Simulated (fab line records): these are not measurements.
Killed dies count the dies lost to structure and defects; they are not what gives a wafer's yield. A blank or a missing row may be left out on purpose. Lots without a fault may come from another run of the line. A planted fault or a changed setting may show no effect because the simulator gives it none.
Split-lot trial -- flow n5_finfet -- 7 lots, 39 wafers read, on a route of 1938 steps

THE SPLIT ITSELF
At N5_DUMMY_GATE_DESCUM_20 (chemistry O2, time 6.2 s), the setting time_s was moved away from the recipe's 6.2 s on 9 of the 39 wafers read, by -31.7% to +21.5%. All remaining wafers had this setting at the recipe value.

The file shows no step between the split and the reading.

THE READING
CAR-EUV_of_DUMMY_GATE_COAT_09.thk_nm (the simulator's own value, which no gauge read), in nm, at N5_DUMMY_GATE_ETCH_29 (etches underlayer in N2/H2, target depth 13 nm). The file does not state a usual value for it. The 30 wafers here that ran the recipe average 19.0 nm, standard deviation 0.23 nm.

wafer,"tool, chamber at the split","time_s as run, s",against the recipe,"CAR-EUV_of_DUMMY_GATE_COAT_09.thk_nm, nm",against lot-mates on the recipe
L078.1,"rie_diel-02, 2,1,0,3,1,0",6.2,recipe,19.2,-
L078.2,"rie_diel-02, 2,1,0,3,1,0",6.2,recipe,19,-
L078.3,"rie_diel-02, 2,1,0,3,1,0",6.2,recipe,19,-
L078.4,"rie_diel-02, 2,1,0,3,1,0",6.2,recipe,19,-
L078.5,"rie_diel-02, 2,1,0,3,1,0",6.2,recipe,19,-
L078.6,"rie_diel-02, 2,1,0,3,1,0",6.2,recipe,19,-
L079.1,"rie_diel-02, 3,1,0,2,3",6.2,recipe,19.2,-
L079.2,"rie_diel-02, 2",6.2,recipe,19.2,-
L079.3,"rie_diel-02, 3,1,0,2,3",6.2,recipe,19.2,-
L079.4,"rie_diel-02, 3,1,0,2,3",6.2,recipe,19,-
L079.5,"rie_diel-02, 3,1,0,2,3",6.2,recipe,19,-
L079.6,"rie_diel-02, 3,1,0,2,3",6.2,recipe,19,-
L081.1,"rie_diel-04, 0,2,1,0,3",6.2,recipe,18.6,-
L081.3,"rie_diel-04, 3",6.2,recipe,18.6,-
L081.4,"rie_diel-04, 0,2,1,0,3",6.2,recipe,18.6,-
L081.6,"rie_diel-04, 0,2,1,0,3",6.2,recipe,18.6,-
L081.2,"rie_diel-04, 0,2,1,0,3",6.2,recipe,18.8,-
L081.5,"rie_diel-04, 0,2,1,0,3",6.2,recipe,18.4,-
L082.1,"rie_diel-02, 3,1",4.235,-31.7%,20.2,+1.0
L082.2,"rie_diel-02, 0",4.235,-31.7%,20,+0.8
L082.4,"rie_diel-02, 3,1",4.235,-31.7%,20,+0.8
L082.3,"rie_diel-02, 2,0",6.2,recipe,19.4,-
L082.5,"rie_diel-02, 1",6.2,recipe,19.2,-
L082.6,"rie_diel-02, 2,0",6.2,recipe,19,-
L084.1,"rie_diel-03, 0,3,0",7.144,+15.2%,18.4,-0.5
L084.2,"rie_diel-03, 0,3,0",7.144,+15.2%,18.6,-0.3
L084.5,"rie_diel-03, 0,3,0",7.144,+15.2%,18.6,-0.3
L084.3,"rie_diel-03, 2,1,3",6.2,recipe,19,-
L084.6,"rie_diel-03, 2,1,3",6.2,recipe,19,-
L084.4,"rie_diel-03, 2,1,3",6.2,recipe,18.8,-
L085.1,"rie_diel-03, 0",6.2,recipe,18.8,-
L085.6,"rie_diel-03, 3,0",6.2,recipe,18.8,-
L085.2,"rie_diel-03, 1,3,2",7.531,+21.5%,18.2,-0.7
L085.4,"rie_diel-03, 1,3,2",7.531,+21.5%,18.2,-0.7
L085.3,"rie_diel-03, 1,3,2",7.531,+21.5%,18.4,-0.5
L085.5,"rie_diel-03, 3,0",6.2,recipe,19.2,-
L093.3,"rie_diel-02, 2,1",6.2,recipe,19,-
L093.5,"rie_diel-02, 2,1",6.2,recipe,19,-
L093.4,"rie_diel-02, 2",6.2,recipe,19.2,-
When a row names more than one chamber, that row covers several wafers, and the file does not tell which wafer ran in which chamber.

FIT RESULTS
A straight line over all 39 wafers: CAR-EUV_of_DUMMY_GATE_COAT_09.thk_nm changes by -0.0333 nm for each +1% of time_s; r = -0.88; the points scatter about the line by 0.21 nm.
The same after taking each lot's own level away (the mean of its wafers on the recipe; 39 wafers): -0.0282 nm for each +1%; r = -0.94; scatter 0.12 nm.
Per that fit: largest time_s move, reading shift of 0.89 nm.
The lots' own levels span 18.60 to 19.20 nm, that is 2.6 times the standard deviation above.
So the lot-to-lot level changes the slope: the two fits differ.
Check: +0.856 nm against its lot-mates is what the line predicts for one of the wafers moved furthest among these (-31.7%) when that wafer is left out of the fit. It came out at +1 nm against them.

FURTHER SPLITS ON THESE WAFERS
Other splits were also applied to these wafers ahead of the reading. Each is held against what the fit with the lots' levels taken away leaves over:
other split on the same wafers,wafers away from the commonest value,r with CAR-EUV_of_DUMMY_GATE_COAT_09.thk_nm (lot level and that fit taken away)
N5_PMOS_HMC_CHANNEL_EPI_DEVELOP_08 develop_time_s,15,+0.08

THE WHOLE CHAIN: every reading that the file lists as answering this split, in the file's order
step,what it does,reading,change (the file's fit),r (the file's)
N5_DUMMY_GATE_DESCUM_20,"chemistry O2, time 6.2 s","CAR-EUV_of_DUMMY_GATE_COAT_09.thk_nm (the simulator's own value, which no gauge read)",-0.0303 nm for each +1% of the setting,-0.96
N5_DUMMY_GATE_ETCH_29,"etches underlayer in N2/H2, target depth 13 nm","CAR-EUV_of_DUMMY_GATE_COAT_09.thk_nm (the simulator's own value, which no gauge read)",-0.0282 nm for each +1% of the setting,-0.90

THE FILE'S OWN FIT
CAR-EUV_of_DUMMY_GATE_COAT_09.thk_nm changes by -0.0282 nm for each +1% of time_s, r = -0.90.
